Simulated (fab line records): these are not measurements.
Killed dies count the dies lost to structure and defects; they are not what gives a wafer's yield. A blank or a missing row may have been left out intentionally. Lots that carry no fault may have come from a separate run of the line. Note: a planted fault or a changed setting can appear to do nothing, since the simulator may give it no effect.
Split-lot experiment || flow n5Finfet || route with 1938 steps; 7 lots, 39 wafers read

== THE SPLIT ITSELF ==
At N5_BEOL_M4_TRENCH_ETCH_37 (etches SiOC in C4F6/O2, target depth 55.555 nm, time 29.2 s), the setting targetDepthA was moved away from the recipe's 555.55 angstrom on 9 of the 39 wafers read, by -31.5% to +43.3%. All remaining wafers had this setting at the recipe value.

== FROM THE SPLIT TO THE READING: what the file shows between them, 13 steps ==
- N5_BEOL_M4_ETCH_41: etches SiCN in CH3F/O2, target depth 29.9 nm, time 52.5 s
- N5_BEOL_M4_STRIP_97: strips in N2/H2, time 10 s
- N5_BEOL_M4_OCD_MEAS_38
- N5_BEOL_M4_HM_STRIP_39: strips TiN in peroxide tin strip, target depth 25 nm, time 158 s
- N5_BEOL_M4_SRD_40: time 30 s
- N5_BEOL_M4_ECD_50: material Cu, target thk 300 nm
- N5_BEOL_M4_ANNEAL_51: time 90 s
- N5_BEOL_M4_CMP_52: polishes, stops on SiOC, t overpolish 6.8 s, target thk 40 nm
- N5_BEOL_M4_THK_MEAS_53: measures by xrf
- N5_BEOL_M4_PRE_CLEAN_60: time 15 s
- N5_BEOL_M4_CO_CAP_55: material Co, precursor CCTBA/H2, target thk 2 nm, time 102.1 s
- N5_BEOL_M4_PRE_CLEAN_56: time 15 s
- N5_BEOL_M4_DEP_57: deposits SiCN from 3MS/NH3, target thk 8 nm, time 14 s

== THE READING ==
M4_RS in ohm/sq, measured at N5_BEOL_M4_RS_MEAS_58 by four-point-probe. Fault-free wafers of this fab line usually give 0.65 ohm/sq, standard deviation 0.036 ohm/sq.

{"wafer": "L077.1", "tool, chamber at the split": "rieDiel-01, 0", "targetDepthA as run, angstrom": 555.55, "against the recipe": "recipe", "M4_RS, ohm/sq": 0.64, "against lot-mates on the recipe": "-"}
{"wafer": "L077.2", "tool, chamber at the split": "rieDiel-01, 1", "targetDepthA as run, angstrom": 555.55, "against the recipe": "recipe", "M4_RS, ohm/sq": 0.68, "against lot-mates on the recipe": "-"}
{"wafer": "L077.3", "tool, chamber at the split": "rieDiel-01, 3", "targetDepthA as run, angstrom": 555.55, "against the recipe": "recipe", "M4_RS, ohm/sq": 0.67, "against lot-mates on the recipe": "-"}
{"wafer": "L077.4", "tool, chamber at the split": "rieDiel-01, 2", "targetDepthA as run, angstrom": 555.55, "against the recipe": "recipe", "M4_RS, ohm/sq": 0.62, "against lot-mates on the recipe": "-"}
{"wafer": "L077.5", "tool, chamber at the split": "rieDiel-01, 1", "targetDepthA as run, angstrom": 555.55, "against the recipe": "recipe", "M4_RS, ohm/sq": 0.71, "against lot-mates on the recipe": "-"}
{"wafer": "L077.6", "tool, chamber at the split": "rieDiel-01, 2", "targetDepthA as run, angstrom": 555.55, "against the recipe": "recipe", "M4_RS, ohm/sq": 0.60, "against lot-mates on the recipe": "-"}
{"wafer": "L079.1", "tool, chamber at the split": "rieDiel-03, 2", "targetDepthA as run, angstrom": 555.55, "against the recipe": "recipe", "M4_RS, ohm/sq": 0.65, "against lot-mates on the recipe": "-"}
{"wafer": "L079.3", "tool, chamber at the split": "rieDiel-03, 1", "targetDepthA as run, angstrom": 555.55, "against the recipe": "recipe", "M4_RS, ohm/sq": 0.65, "against lot-mates on the recipe": "-"}
{"wafer": "L079.4", "tool, chamber at the split": "rieDiel-03, 3", "targetDepthA as run, angstrom": 555.55, "against the recipe": "recipe", "M4_RS, ohm/sq": 0.62, "against lot-mates on the recipe": "-"}
{"wafer": "L087.1", "tool, chamber at the split": "rieDiel-01, 2", "targetDepthA as run, angstrom": 442.3, "against the recipe": "-20.4%", "M4_RS, ohm/sq": 0.98, "against lot-mates on the recipe": "+0.28"}
{"wafer": "L087.2", "tool, chamber at the split": "rieDiel-01, 3", "targetDepthA as run, angstrom": 442.3, "against the recipe": "-20.4%", "M4_RS, ohm/sq": 1.03, "against lot-mates on the recipe": "+0.33"}
{"wafer": "L087.3", "tool, chamber at the split": "rieDiel-01, 1", "targetDepthA as run, angstrom": 555.55, "against the recipe": "recipe", "M4_RS, ohm/sq": 0.70, "against lot-mates on the recipe": "-"}
{"wafer": "L087.4", "tool, chamber at the split": "rieDiel-01, 0", "targetDepthA as run, angstrom": 442.3, "against the recipe": "-20.4%", "M4_RS, ohm/sq": 1.08, "against lot-mates on the recipe": "+0.38"}
{"wafer": "L087.5", "tool, chamber at the split": "rieDiel-01, 0", "targetDepthA as run, angstrom": 555.55, "against the recipe": "recipe", "M4_RS, ohm/sq": 0.67, "against lot-mates on the recipe": "-"}
{"wafer": "L087.6", "tool, chamber at the split": "rieDiel-01, 1", "targetDepthA as run, angstrom": 555.55, "against the recipe": "recipe", "M4_RS, ohm/sq": 0.72, "against lot-mates on the recipe": "-"}
{"wafer": "L091.1", "tool, chamber at the split": "rieDiel-01, 1", "targetDepthA as run, angstrom": 555.55, "against the recipe": "recipe", "M4_RS, ohm/sq": 0.71, "against lot-mates on the recipe": "-"}
{"wafer": "L091.2", "tool, chamber at the split": "rieDiel-01, 0", "targetDepthA as run, angstrom": 795.9, "against the recipe": "+43.3%", "M4_RS, ohm/sq": 0.36, "against lot-mates on the recipe": -0.32}
{"wafer": "L091.3", "tool, chamber at the split": "rieDiel-01, 3", "targetDepthA as run, angstrom": 795.9, "against the recipe": "+43.3%", "M4_RS, ohm/sq": 0.36, "against lot-mates on the recipe": -0.32}
{"wafer": "L091.4", "tool, chamber at the split": "rieDiel-01, 2", "targetDepthA as run, angstrom": 795.9, "against the recipe": "+43.3%", "M4_RS, ohm/sq": 0.34, "against lot-mates on the recipe": -0.34}
{"wafer": "L091.5", "tool, chamber at the split": "rieDiel-01, 3", "targetDepthA as run, angstrom": 555.55, "against the recipe": "recipe", "M4_RS, ohm/sq": 0.71, "against lot-mates on the recipe": "-"}
{"wafer": "L091.6", "tool, chamber at the split": "rieDiel-01, 2", "targetDepthA as run, angstrom": 555.55, "against the recipe": "recipe", "M4_RS, ohm/sq": 0.62, "against lot-mates on the recipe": "-"}
{"wafer": "L092.1", "tool, chamber at the split": "rieDiel-01, 0", "targetDepthA as run, angstrom": 555.55, "against the recipe": "recipe", "M4_RS, ohm/sq": 0.60, "against lot-mates on the recipe": "-"}
{"wafer": "L092.2", "tool, chamber at the split": "rieDiel-01, 3", "targetDepthA as run, angstrom": 555.55, "against the recipe": "recipe", "M4_RS, ohm/sq": 0.64, "against lot-mates on the recipe": "-"}
{"wafer": "L092.3", "tool, chamber at the split": "rieDiel-01, 1", "targetDepthA as run, angstrom": 555.55, "against the recipe": "recipe", "M4_RS, ohm/sq": 0.70, "against lot-mates on the recipe": "-"}
{"wafer": "L092.4", "tool, chamber at the split": "rieDiel-01, 2", "targetDepthA as run, angstrom": 380.3, "against the recipe": "-31.5%", "M4_RS, ohm/sq": 1.17, "against lot-mates on the recipe": "+0.52"}
{"wafer": "L092.5", "tool, chamber at the split": "rieDiel-01, 2", "targetDepthA as run, angstrom": 380.3, "against the recipe": "-31.5%", "M4_RS, ohm/sq": 1.26, "against lot-mates on the recipe": "+0.61"}
{"wafer": "L092.6", "tool, chamber at the split": "rieDiel-01, 1", "targetDepthA as run, angstrom": 380.3, "against the recipe": "-31.5%", "M4_RS, ohm/sq": 1.48, "against lot-mates on the recipe": "+0.83"}
{"wafer": "L094.1", "tool, chamber at the split": "rieDiel-03, 2", "targetDepthA as run, angstrom": 555.55, "against the recipe": "recipe", "M4_RS, ohm/sq": 0.63, "against lot-mates on the recipe": "-"}
{"wafer": "L094.2", "tool, chamber at the split": "rieDiel-03, 3", "targetDepthA as run, angstrom": 555.55, "against the recipe": "recipe", "M4_RS, ohm/sq": 0.62, "against lot-mates on the recipe": "-"}
{"wafer": "L094.3", "tool, chamber at the split": "rieDiel-03, 1", "targetDepthA as run, angstrom": 555.55, "against the recipe": "recipe", "M4_RS, ohm/sq": 0.62, "against lot-mates on the recipe": "-"}
{"wafer": "L094.4", "tool, chamber at the split": "rieDiel-03, 1", "targetDepthA as run, angstrom": 555.55, "against the recipe": "recipe", "M4_RS, ohm/sq": 0.63, "against lot-mates on the recipe": "-"}
{"wafer": "L094.5", "tool, chamber at the split": "rieDiel-03, 3", "targetDepthA as run, angstrom": 555.55, "against the recipe": "recipe", "M4_RS, ohm/sq": 0.60, "against lot-mates on the recipe": "-"}
{"wafer": "L094.6", "tool, chamber at the split": "rieDiel-03, 2", "targetDepthA as run, angstrom": 555.55, "against the recipe": "recipe", "M4_RS, ohm/sq": 0.66, "against lot-mates on the recipe": "-"}
{"wafer": "L095.1", "tool, chamber at the split": "rieDiel-05, 1", "targetDepthA as run, angstrom": 555.55, "against the recipe": "recipe", "M4_RS, ohm/sq": 0.64, "against lot-mates on the recipe": "-"}
{"wafer": "L095.2", "tool, chamber at the split": "rieDiel-05, 0", "targetDepthA as run, angstrom": 555.55, "against the recipe": "recipe", "M4_RS, ohm/sq": 0.66, "against lot-mates on the recipe": "-"}
{"wafer": "L095.3", "tool, chamber at the split": "rieDiel-05, 3", "targetDepthA as run, angstrom": 555.55, "against the recipe": "recipe", "M4_RS, ohm/sq": 0.63, "against lot-mates on the recipe": "-"}
{"wafer": "L095.4", "tool, chamber at the split": "rieDiel-05, 2", "targetDepthA as run, angstrom": 555.55, "against the recipe": "recipe", "M4_RS, ohm/sq": 0.66, "against lot-mates on the recipe": "-"}
{"wafer": "L095.5", "tool, chamber at the split": "rieDiel-05, 2", "targetDepthA as run, angstrom": 555.55, "against the recipe": "recipe", "M4_RS, ohm/sq": 0.64, "against lot-mates on the recipe": "-"}
{"wafer": "L095.6", "tool, chamber at the split": "rieDiel-05, 3", "targetDepthA as run, angstrom": 555.55, "against the recipe": "recipe", "M4_RS, ohm/sq": 0.62, "against lot-mates on the recipe": "-"}

THE FIT
A straight line over all 39 wafers: M4_RS changes by -0.0124 ohm/sq for each +1% of targetDepthA; r = -0.88; the points scatter about the line by 0.11 ohm/sq.
The same after taking each lot's own level away (the mean of its wafers on the recipe; 39 wafers): -0.0126 ohm/sq for each +1%; r = -0.90; scatter 0.1 ohm/sq.
That fit puts the effect of the largest move of targetDepthA on the reading at 0.54 ohm/sq.
From 0.627 to 0.697 ohm/sq: that is the span of the lots' own levels, equal to 1.9 times the standard deviation above.
The two slopes agree, so the slope changes little with the lot-to-lot level.
Check: with one of the wafers moved furthest among these (+43.3%) left out of the fit, the line predicts -0.553 ohm/sq for it against its lot-mates. Against them it came out at -0.32 ohm/sq.

== OTHER SPLITS ON THESE WAFERS ==
These wafers also went through other splits before the reading. Each is held against what the fit with the lots' levels taken away leaves over:
{"other split on the same wafers": "N5_SD_EPI_N_DESCUM_14 timeS", "wafers away from the commonest value": 12, "r with M4_RS (lot level and that fit taken away)": -0.31}
{"other split on the same wafers": "N5_MOL_CONTACT_COAG_VIA_ETCH_46 targetDepthA", "wafers away from the commonest value": 9, "r with M4_RS (lot level and that fit taken away)": "+0.05"}
{"other split on the same wafers": "N5_BEOL_M0_CUTY_DESCUM_61 timeS", "wafers away from the commonest value": 12, "r with M4_RS (lot level and that fit taken away)": "+0.06"}

== THE WHOLE CHAIN: every reading that the file lists as answering this split, in the file's order ==
{"step": "N5_BEOL_M4_TRENCH_ETCH_37", "what it does": "etches SiOC in C4F6/O2, target depth 55.555 nm, time 29.2 s", "reading": "etch.depthNm (the simulator's own value, which no gauge read)", "change (the file's fit)": "+0.556 nm for each +1% of the setting", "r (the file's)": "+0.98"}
{"step": "N5_BEOL_M4_TRENCH_ETCH_37", "what it does": "etches SiOC in C4F6/O2, target depth 55.555 nm, time 29.2 s", "reading": "BEOL_M4.featureDepthNm (the simulator's own value, which no gauge read)", "change (the file's fit)": "+0.556 nm for each +1% of the setting", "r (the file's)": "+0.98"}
{"step": "N5_BEOL_M4_OCD_MEAS_38", "what it does": "", "reading": "trenchDepthNm", "change (the file's fit)": "+0.558 nm for each +1% of the setting", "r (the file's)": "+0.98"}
{"step": "N5_BEOL_M4_CMP_52", "what it does": "polishes, stops on SiOC, t overpolish 6.8 s, target thk 40 nm", "reading": "Cu_of_BEOL_M4_ECD_50.thkNm (the simulator's own value, which no gauge read)", "change (the file's fit)": "+0.575 nm for each +1% of the setting", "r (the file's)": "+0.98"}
{"step": "N5_BEOL_M4_THK_MEAS_53", "what it does": "measures by xrf", "reading": "M4_THK", "change (the file's fit)": "+0.569 for each +1% of the setting", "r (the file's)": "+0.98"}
{"step": "N5_BEOL_M4_RS_MEAS_58", "what it does": "measures by four-point-probe", "reading": "M4_RS", "change (the file's fit)": "-0.0127 for each +1% of the setting", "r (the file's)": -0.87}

== FILE'S OWN FIT ==
M4_RS changes by -0.0127 ohm/sq for each +1% of targetDepthA, r = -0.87.
